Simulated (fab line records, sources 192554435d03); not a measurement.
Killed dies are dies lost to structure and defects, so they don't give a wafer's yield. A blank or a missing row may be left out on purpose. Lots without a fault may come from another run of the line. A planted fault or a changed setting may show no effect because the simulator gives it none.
Problem report in the 8D (eight disciplines) form, filled by code | flow n5_finfet | the parts of the form that need people (team, actions taken, sign-off) are left out

1. THE PROBLEM
killed_at_M0_to_M3 at N5_PASSIVATION_PROBE_49 reads a mean of 171 on 3 wafers of 2 lots; wafers without a fault read 34 with a standard deviation of 11. That is +12 standard deviations from the usual mean.
First seen on wafer L924.4, day 16 09:38, on prober-01. The record holds 17 wafers of 6 lots with a number at this step. Rule for "out", or "out of limits": more than 4 standard deviations from the usual mean. The other wafers with a number count as sound.

2. WHAT IT IS AND WHAT IT IS NOT
question                    | is                                                                                                      | is not
which readings at this step | killed_at_M0_to_M3, defect_limited_yield, killed_dies, sort_bin_5_function, sort_n_pass, sort_yield_pct | killed_at_M4_up, killed_at_contacts, killed_at_front_end, killed_at_other, killed_short, sort_bin_4_leakage, sort_bin_6_memory
which lots                  | L924, L925                                                                                              | L913, L914, L919, L932
which wafers of those lots  | L924.4, L924.6, L925.3                                                                                  | L924.5, L925.4
read on which tools         | prober-01, prober-02                                                                                    | -
when                        | from day 16 09:38                                                                                       | up to then (9 sound wafers); but 5 sound wafers of L924, L925, L932 came after

3. SUSPECTS, AND WHAT RULES EACH OUT
Counting: a tool at a process step up to the reading stays a suspect if it ran every lot that is out. Sound lots after the first of them don't rule it out here, since some wafers of a struck lot are sound.
- pvd_sputter-03 at N5_BEOL_M0_ANNEAL_117 (time 60 s): kept. It ran every lot that is out, first L924 (day 8 22:07); its last sound lot up to then is L914 (day 6 11:50).
- pvd_sputter-03 at N5_BEOL_M0_SPUTTER_132 (material Cu, target thk 4 nm, time 7.37 s): kept. It ran every lot that is out, first L924 (day 8 22:10); its last sound lot up to then is L914 (day 6 20:16).
- pvd_sputter-03 at N5_BEOL_M0_SPUTTER_141 (material Cu, target thk 4 nm, time 7.37 s): kept. It ran every lot that is out, first L924 (day 8 22:24); its last sound lot up to then is L914 (day 6 20:31).
Left after counting: pvd_sputter-03 at N5_BEOL_M0_ANNEAL_117, pvd_sputter-03 at N5_BEOL_M0_SPUTTER_132, pvd_sputter-03 at N5_BEOL_M0_SPUTTER_141.

4. THE CAUSE (what the simulator had put in)
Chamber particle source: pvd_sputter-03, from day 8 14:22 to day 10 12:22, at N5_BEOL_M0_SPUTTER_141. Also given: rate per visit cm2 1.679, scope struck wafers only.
Counting left 3 suspects, and this tool is among them.

5. THE CHAIN OF EFFECTS, in route order
Each row: a reading whose mean over the struck wafers that have a number lies more than 3 standard deviations from the usual. Only readings for which the record gives a usual standard deviation are gone through. hours: the time from each lot's start at the first step in this table that gives one to its start at this step, as a median over the lots. sigmas: the change in usual standard deviations.
hours | step                    | reading              | usual  | on struck wafers | change | sigmas
0     | N5_PASSIVATION_PROBE_49 | defect_limited_yield | 91.2 % | 80.2             | -11.0  | -7.9
0     | N5_PASSIVATION_PROBE_49 | killed_at_M0_to_M3   | 34     | 171              | +137   | +12
0     | N5_PASSIVATION_PROBE_49 | killed_dies          | 103    | 234              | +131   | +7.7
0     | N5_PASSIVATION_PROBE_49 | sort_bin_5_function  | 5.1 %  | 12.0             | +6.9   | +7.7
0     | N5_PASSIVATION_PROBE_49 | sort_n_pass          | 1077   | 946              | -131   | -7.7
0     | N5_PASSIVATION_PROBE_49 | sort_yield_pct       | 91.2 % | 80.2             | -11.0  | -7.9
The process steps in it:
- N5_PASSIVATION_PROBE_49

6. WHAT WOULD HAVE CAUGHT IT SOONER
In this record the first reading out of limits was taken at day 16 09:38, 187 hours after the fault began at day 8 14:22.
Of the tool readings at N5_BEOL_M0_SPUTTER_141 for which the record gives a usual standard deviation, none was out on any struck wafer, so an alarm limit of 4 standard deviations on them would not have fired.
All the lots that are out (2) had begun N5_BEOL_M0_SPUTTER_141 on pvd_sputter-03 by day 16 09:38. A hold on the tool at that time would have spared none of them.
